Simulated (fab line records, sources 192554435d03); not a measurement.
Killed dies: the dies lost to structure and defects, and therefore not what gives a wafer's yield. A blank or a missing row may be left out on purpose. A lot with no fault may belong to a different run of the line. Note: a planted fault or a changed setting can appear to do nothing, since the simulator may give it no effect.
What tool caused it? -- flow n5_finfet -- Sampling: 9 lots, 27 wafers, 5 of 1938 route steps

WHAT THE GAUGES SHOWED, per wafer
N5_BEOL_M4_RC_MEAS_101.
lot,measured,on,DIBL_N (mV/V),DIBL_P (mV/V),IOFF_N (nA/um),IOFF_P (nA/um),ION_N (uA/um),ION_P (uA/um),RS_PWELL (ohm/sq),SS_N (mV/dec),SS_P (mV/dec),VT_N (mV),VT_P (mV)
L365,day 8 21:13,prober-01,37.0 32.8 34.7,38.6 32.4 35.2,0.17 0.09 0.12,0.24 0.14 0.18,697 651 666,480 450 459,3018 2979 2998,71.6 71.4 71.6,72.8 71.4 72.1,247 259 253,-249 -254 -249
L366,day 8 22:00,prober-01,36.8 38.7 37.2,36.0 38.6 37.3,0.17 0.21 0.18,0.23 0.28 0.26,683 687 692,464 473 480,3049 3016 3025,71.3 72.1 71.9,73.0 74.0 74.4,251 247 248,-249 -245 -245
L367,day 9 03:22,prober-02,39.0 40.6 37.3,39.4 43.2 38.2,0.20 0.26 0.17,0.25 0.31 0.22,681 693 698,464 473 469,3041 3012 2992,71.6 72.8 72.0,74.0 74.9 73.0,247 243 248,-249 -248 -251
L370,day 10 00:09,prober-02,40.4 38.3 38.9,39.5 36.6 38.0,0.25 0.18 0.20,0.31 0.26 0.27,708 667 701,483 464 481,3027 3025 3027,72.6 71.1 72.2,74.4 73.6 73.5,242 246 245,-243 -245 -245
L374,day 11 02:35,prober-02,39.9 41.4 40.8,41.3 42.9 42.1,0.23 0.26 0.24,0.32 0.39 0.35,704 688 692,487 475 484,3011 3030 3007,72.3 72.9 71.7,74.4 74.6 74.7,243 241 241,-244 -241 -241
L375,day 11 20:29,prober-02,39.9 33.8 36.5,41.6 33.4 36.2,0.25 0.12 0.15,0.33 0.18 0.22,703 675 658,481 470 465,3155 3138 3163,71.6 71.2 71.5,73.8 72.9 73.8,245 252 253,-243 -251 -247
L376,day 11 02:22,prober-01,38.6 37.7 35.2,39.5 38.2 35.6,0.19 0.17 0.12,0.26 0.25 0.21,668 683 647,457 469 448,3042 3047 3026,72.1 72.4 72.0,74.2 73.5 74.0,248 248 253,-251 -251 -252
L377,day 11 22:19,prober-01,41.3 36.2 35.9,41.0 35.4 33.3,0.29 0.17 0.14,0.34 0.23 0.19,697 689 667,476 479 455,3179 3176 3168,71.5 71.1 71.7,74.8 73.6 72.6,239 246 251,-244 -246 -250
L378,day 12 05:07,prober-02,33.5 32.0 35.5,34.4 33.1 35.0,0.14 0.13 0.16,0.20 0.19 0.21,669 679 652,463 468 450,3028 3010 3004,70.6 70.6 71.8,73.1 72.6 73.5,251 249 251,-249 -250 -253

EACH LOT AND THE TOOL THAT RAN IT (in order: tool; ch and the chambers of the sampled wafers; start)
lot,N5_ZERO_LAYER_PECVD_02,N5_WELL_APT_DESCUM_30,N5_WELL_APT_IMPLANT_31,N5_PMOS_HMC_CHANNEL_EPI_HM_DEP_34
L365,"pecvd-01 ch 1,2, day 2 06:18","rie_diel-04 ch 1,2,3, day 2 09:10","implanter-01 ch 0, day 2 09:18","pecvd-02 ch 0,1, day 2 10:55"
L366,"pecvd-01 ch 1,2, day 2 12:17","rie_diel-06 ch 1,2, day 2 16:09","implanter-02 ch 0, day 2 16:15","pecvd-01 ch 0,1, day 2 17:50"
L367,"pecvd-03 ch 0,1,2, day 2 18:17","rie_diel-06 ch 0,3, day 2 21:12","implanter-02 ch 0, day 2 21:18","pecvd-04 ch 0, day 2 23:05"
L370,"pecvd-01 ch 0,1, day 3 12:17","rie_diel-04 ch 0,2,3, day 3 15:05","implanter-02 ch 0, day 3 15:14","pecvd-01 ch 0,1, day 3 16:45"
L374,"pecvd-03 ch 0,1, day 4 12:17","rie_diel-04 ch 1,2, day 4 15:40","implanter-01 ch 0, day 4 15:47","pecvd-04 ch 0,1,2, day 4 17:23"
L375,"pecvd-01 ch 0,2, day 4 18:27","rie_diel-02 ch 1,2, day 4 21:01","implanter-02 ch 0, day 4 21:07","pecvd-02 ch 1,2, day 4 22:44"
L376,"pecvd-04 ch 0,1,2, day 5 00:19","rie_diel-02 ch 0,2,3, day 5 03:10","implanter-01 ch 0, day 5 03:21","pecvd-04 ch 0,1,2, day 5 04:53"
L377,"pecvd-03 ch 0,2, day 5 06:17","rie_diel-06 ch 1,2,3, day 5 09:01","implanter-02 ch 0, day 5 09:07","pecvd-04 ch 0,2, day 5 10:42"
L378,"pecvd-01 ch 0,1,2, day 5 12:19","rie_diel-04 ch 0,1,3, day 5 15:11","implanter-01 ch 0, day 5 15:23","pecvd-02 ch 0,1,2, day 5 16:56"
- N5_ZERO_LAYER_PECVD_02: deposits SiO2 from SiH4/N2O, target thk 10 nm, time 6 s.
- N5_WELL_APT_DESCUM_30: chemistry O2, time 7.9 s.
- N5_WELL_APT_IMPLANT_31
- N5_PMOS_HMC_CHANNEL_EPI_HM_DEP_34: deposits SiO2 from TEOS/O2, target thk 36 nm, time 6.9 s.

WHAT THE TOOLS THEMSELVES READ (means of the sampled wafers that have a number; where no wafer has one, the mark that the record gives instead)
N5_ZERO_LAYER_PECVD_02.
lot,tool,heater_power_outer_w (W),heater_power_w (W),showerhead_plenum_p_Torr (Torr)
L365,pecvd-01,488,794,8.01
L366,pecvd-01,507,845,8.13
L367,pecvd-03,413,687,8.06
L370,pecvd-01,448,793,8.35
L374,pecvd-03,424,690,8.01
L375,pecvd-01,465,802,8.09
L376,pecvd-04,405,683,8.15
L377,pecvd-03,359,615,8.23
L378,pecvd-01,479,809,8.21

N5_WELL_APT_DESCUM_30.
lot,tool,drypump_motor_current_A (A),oes_product_au (a.u.),rf_vpp_V (V),showerhead_plenum_p_Torr (Torr),throttle_valve_pct (%)
L365,rie_diel-04,5.5,0.79,242.4,2.04,20.44
L366,rie_diel-06,6.0,0.70,242.4,2.05,20.79
L367,rie_diel-06,5.6,0.86,242.7,2.05,20.25
L370,rie_diel-04,5.9,0.77,243.3,2.11,20.45
L374,rie_diel-04,5.7,0.75,243.0,2.05,20.43
L375,rie_diel-02,5.4,0.75,242.0,2.06,20.24
L376,rie_diel-02,5.3,0.80,243.9,2.14,20.39
L377,rie_diel-06,5.7,0.88,242.9,2.05,20.44
L378,rie_diel-04,5.6,0.78,242.5,2.08,20.55

N5_WELL_APT_IMPLANT_31.
lot,tool,dose_ions_cm2,end_station_pressure_torr (Torr),faraday_current_uA
L365,implanter-01,1.5004e+13,5.26e-06,192
L366,implanter-02,1.4996e+13,5.15e-06,191
L367,implanter-02,1.5005e+13,5.05e-06,186
L370,implanter-02,1.4990e+13,5.24e-06,187
L374,implanter-01,1.5011e+13,4.83e-06,188
L375,implanter-02,1.3776e+13,5.14e-06,175
L376,implanter-01,1.5008e+13,5.31e-06,187
L377,implanter-02,1.3769e+13,5.28e-06,176
L378,implanter-01,1.4996e+13,5.24e-06,192

N5_PMOS_HMC_CHANNEL_EPI_HM_DEP_34.
lot,tool,heater_power_outer_w (W),heater_power_w (W),showerhead_plenum_p_Torr (Torr),throttle_valve_pct (%)
L365,pecvd-02,232,424,8.39,19.8
L366,pecvd-01,276,593,8.40,18.6
L367,pecvd-04,262,518,8.33,17.4
L370,pecvd-01,312,632,8.41,18.7
L374,pecvd-04,267,502,8.35,18.0
L375,pecvd-02,239,470,8.32,18.6
L376,pecvd-04,254,490,8.35,18.2
L377,pecvd-04,277,515,8.32,17.7
L378,pecvd-02,260,484,8.36,18.6

THE ANSWER, worked out from the rows above alone
Rule: usual is defined by the lots themselves. Put in order of their means at a reading, lots are off if they are a third of the lots or fewer, leave a main group of 4 or more, and stand apart from it by a gap of 3 or more times the standard deviation of the main group's means; of several such gaps the widest counts. If all means in a main group match to the digits the tables above print for the reading, that group is not used. Also off: a lot with no number at a reading for which 4 or more lots have one. All remaining lots with rows at the step are treated as sound. After the gauges, taken in route order, come the tools' own readings; for these a lot's mean is taken, as printed above. The first step at which some lot is off is used, and at that step the reading that is off furthest; a lot without a number counts as furthest.
Off: L375, L377, seen at N5_BEOL_M4_RC_MEAS_101 (RS_PWELL). Main group: mean 3020 ohm/sq, sd 12.
A tool fits if, at a process step before that reading, it ran every lot that is off, and no sound lot after the first of them. Not tried: the gauges at N5_BEOL_M4_RC_MEAS_101; whatever is off there is also off at N5_WELL_APT_IMPLANT_31, on other tools, and gauge error can't account for it. One fits: N5_WELL_APT_IMPLANT_31 on implanter-02. A fault onset in the window from L370 (day 3 15:14, its last sound lot) to L375 (day 4 21:07, its first lot off) fits.
The tool's own readings at N5_WELL_APT_IMPLANT_31 bear it out: on the lots that are off they differ by more than 5 times the standard deviation of the sound lots' means. dose_ions_cm2 reads 1.3772e+13 there against 1.5001e+13 on the sound lots; faraday_current_uA reads 176 there against 189 on the sound lots.

WHAT THE SIMULATOR HAD INSERTED
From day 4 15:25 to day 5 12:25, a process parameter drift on implanter-02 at N5_WELL_APT_IMPLANT_31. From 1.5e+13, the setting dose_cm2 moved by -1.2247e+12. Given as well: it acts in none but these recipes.
Shown lots that were struck: L375, L377. The rule given above showed the same thing.
